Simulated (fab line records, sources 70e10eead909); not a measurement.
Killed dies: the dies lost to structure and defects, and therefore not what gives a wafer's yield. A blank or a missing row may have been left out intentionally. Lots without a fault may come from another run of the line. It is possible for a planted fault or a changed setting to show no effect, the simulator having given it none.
Chamber matching || flow nandHarc || NHARC_A_CHANNEL_HOLE_D2_DESCUM_15 on rieDiel-07: 4 sister chambers
The step chemistry O2, time 3 s. 4 wafers are shown with their chamber, then 7 later ones without.

## WAFERS PAIRED WITH THEIR CHAMBERS
{"wafer": "L080.1", "chamber": 3, "rfVppV (V)": 59.7}
{"wafer": "L080.4", "chamber": 1, "rfVppV (V)": 58.3}
{"wafer": "L085.2", "chamber": 0, "rfVppV (V)": 57.6}
{"wafer": "L085.5", "chamber": 2, "rfVppV (V)": 57.3}

## WAFERS WITH NO CHAMBER GIVEN
{"wafer": "L085.6", "rfVppV (V)": 57.0}
{"wafer": "L090.1", "rfVppV (V)": 59.0}
{"wafer": "L090.3", "rfVppV (V)": 57.8}
{"wafer": "L090.5", "rfVppV (V)": 57.9}
{"wafer": "L095.1", "rfVppV (V)": 57.8}
{"wafer": "L095.2", "rfVppV (V)": 58.3}
{"wafer": "L095.4", "rfVppV (V)": 58.9}

## WHICH CHAMBER EACH ONE RAN IN
{"wafer": "L085.6", "from the rows above": "can't be placed: 2 or 0", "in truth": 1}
{"wafer": "L090.1", "from the rows above": "can't be placed: 1 or 3 or 0", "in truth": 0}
{"wafer": "L090.3", "from the rows above": "can't be placed: 0 or 1 or 2", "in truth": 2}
{"wafer": "L090.5", "from the rows above": "can't be placed: 0 or 1 or 2", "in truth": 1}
{"wafer": "L095.1", "from the rows above": "can't be placed: 0 or 1 or 2", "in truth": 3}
{"wafer": "L095.2", "from the rows above": "can't be placed: 1 or 0", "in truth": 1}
{"wafer": "L095.4", "from the rows above": "can't be placed: 1 or 3 or 0", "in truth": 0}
Correctly placed: 0 of 7. Not placeable from these rows: 7 (in 5, the candidates include the true chamber). 0 placed wrongly.
How it was worked out, from the rows above alone: a wafer's distance from a chamber is the root of the sum, over the readings, of the square of ((its reading less the chamber's mean) divided by the reading's scatter). The wafer belongs to the nearest chamber; if the next one is less than 2 further off, it can't be placed. The mean given for a chamber averages the wafers shown for that chamber. The scatter: with one shown wafer a chamber, the root of the mean of the squares of how far each hidden wafer lies from its nearest shown one.
